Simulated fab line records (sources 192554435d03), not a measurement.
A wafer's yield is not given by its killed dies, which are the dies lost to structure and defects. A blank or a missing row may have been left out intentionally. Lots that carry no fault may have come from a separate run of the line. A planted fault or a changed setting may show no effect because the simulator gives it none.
Chamber matching	flow n5-finfet	N5_HKMG_FIN_ALD_36 on ald-metal-02 has 4 sister chambers
The step deposits TiN, target thk 1 nm, pulse time 1 s, purge time 3 s. 7 wafers are shown with their chamber, then 8 later ones without.

WAFERS PAIRED WITH THEIR CHAMBERS
wafer	chamber	heater-power-w (W)	precursor-pulse-height-rel
L080.2	2	786	0.959
L080.4	2	788	1.019
L081.2	1	818	1.008
L085.3	0	905	0.997
L085.4	1	832	0.998
L085.6	0	919	0.979
L086.1	3	1015	1.009

WAFERS WHOSE CHAMBER IS MISSING
wafer	heater-power-w (W)	precursor-pulse-height-rel
L086.2	797	1.004
L086.3	908	1.023
L086.4	779	1.021
L086.5	822	1.011
L086.6	880	1.002
L092.3	1019	0.996
L092.4	780	1.022
L092.5	784	0.997

EACH ONE'S CHAMBER
wafer	from the rows above	in truth
L086.2	2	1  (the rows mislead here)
L086.3	0	0
L086.4	2	2
L086.5	1	1
L086.6	0	0
L092.3	3	3
L092.4	2	2
L092.5	2	2
Correctly placed: 7 of 8. Not placeable from these rows: 0. Placed wrongly: 1.
How it was worked out, from the rows above alone: a wafer's distance from a chamber is the root of the sum, over the readings, of the square of ((its reading less the chamber's mean) divided by the reading's scatter). If the next closest chamber is less than 2 further off than the closest, the wafer can't be placed; otherwise it belongs to the closest. The mean given for a chamber averages the wafers shown for that chamber. The scatter: take each reading less its chamber's mean, square it, sum over the shown wafers, divide by the number of wafers less the number of chambers, and take the root.
